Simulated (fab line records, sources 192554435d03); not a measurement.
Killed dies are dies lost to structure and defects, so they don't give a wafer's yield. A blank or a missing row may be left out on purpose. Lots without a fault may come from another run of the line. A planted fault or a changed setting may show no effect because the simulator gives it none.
Chamber matching | flow n5_finfet | N5_BEOL_M4_STRIP_19 on rie_diel-05: 4 sister chambers
The step strips in O2. 27 wafers are shown with their chamber, then 12 later ones without.

WAFERS WITH THEIR CHAMBER
wafer  | chamber | showerhead_plenum_p_Torr (Torr) | drypump_motor_current_A (A) | throttle_valve_pct (%)
L074.1 | 3       | 2.16                            | 6.3                         | 16.93
L074.2 | 1       | 1.92                            | 5.4                         | 16.76
L074.3 | 0       | 2.18                            | 5.5                         | 16.50
L076.1 | 0       | 2.18                            | 5.5                         | 16.52
L076.5 | 1       | 1.92                            | 5.4                         | 16.73
L076.6 | 2       | 2.24                            | 5.8                         | 16.50
L077.2 | 1       | 1.92                            | 5.4                         | 16.76
L077.3 | 0       | 2.18                            | 5.5                         | 16.53
L077.6 | 3       | 2.16                            | 6.3                         | 16.91
L078.2 | 3       | 2.16                            | 6.3                         | 16.93
L078.5 | 2       | 2.24                            | 5.8                         | 16.53
L078.6 | 3       | 2.16                            | 6.3                         | 16.91
L079.3 | 1       | 1.92                            | 5.4                         | 16.76
L079.4 | 0       | 2.18                            | 5.5                         | 16.53
L079.6 | 3       | 2.16                            | 6.3                         | 16.94
L081.1 | 3       | 2.16                            | 6.3                         | 16.94
L081.3 | 0       | 2.17                            | 5.5                         | 16.52
L081.6 | 0       | 2.17                            | 5.6                         | 16.54
L084.1 | 2       | 2.23                            | 5.8                         | 16.55
L084.2 | 1       | 1.92                            | 5.4                         | 16.78
L084.5 | 0       | 2.17                            | 5.5                         | 16.54
L086.1 | 1       | 1.92                            | 5.4                         | 16.79
L086.4 | 1       | 1.92                            | 5.4                         | 16.78
L086.5 | 0       | 2.17                            | 5.6                         | 16.55
L090.1 | 1       | 1.91                            | 5.4                         | 16.80
L090.4 | 0       | 2.17                            | 5.5                         | 16.56
L090.5 | 1       | 1.91                            | 5.4                         | 16.80

SIGNATURES (means of the wafers above)
reading                  | chamber 0 | chamber 1 | chamber 2 | chamber 3 | scatter within a chamber
showerhead_plenum_p_Torr | 2.1744    | 1.9178    | 2.2367    | 2.1600    | 0.0044
drypump_motor_current_A  | 5.522     | 5.400     | 5.800     | 6.300     | 0.026
throttle_valve_pct       | 16.5322   | 16.7733   | 16.5267   | 16.9267   | 0.0197
Rule: a wafer's distance from a chamber is the root of the sum, over the readings, of the square of ((its reading less the chamber's mean) divided by the reading's scatter). The wafer belongs to the nearest chamber; if the next one is less than 2 further off, it can't be placed. The scatter: the root of (the sum of the squares of (reading less its chamber's mean) over the shown wafers, divided by (wafers less chambers)).

WAFERS WITHOUT THEIR CHAMBER
wafer  | showerhead_plenum_p_Torr (Torr) | drypump_motor_current_A (A) | throttle_valve_pct (%)
L089.1 | 2.17                            | 5.5                         | 16.58
L089.2 | 2.15                            | 6.3                         | 16.48
L089.5 | 2.23                            | 5.8                         | 16.56
L093.3 | 1.91                            | 5.4                         | 16.82
L093.5 | 2.17                            | 5.5                         | 16.58
L093.6 | 2.15                            | 6.3                         | 16.50
L094.1 | 1.91                            | 5.4                         | 16.83
L094.2 | 2.17                            | 5.5                         | 16.60
L094.4 | 2.15                            | 6.3                         | 16.50
L097.2 | 2.16                            | 5.5                         | 16.58
L097.4 | 2.22                            | 5.8                         | 16.59
L097.6 | 2.22                            | 5.8                         | 16.60

WHICH CHAMBER EACH WENT THROUGH
wafer  | from the rows above | in truth
L089.1 | 0                   | 0
L089.2 | 3                   | 3
L089.5 | 2                   | 2
L093.3 | 1                   | 1
L093.5 | 0                   | 0
L093.6 | 3                   | 3
L094.1 | 1                   | 1
L094.2 | 0                   | 0
L094.4 | 3                   | 3
L097.2 | 0                   | 0
L097.4 | 2                   | 2
L097.6 | 2                   | 2
Placed correctly: 12 of 12. Can't be placed from these rows: 0. Placed wrongly: 0.
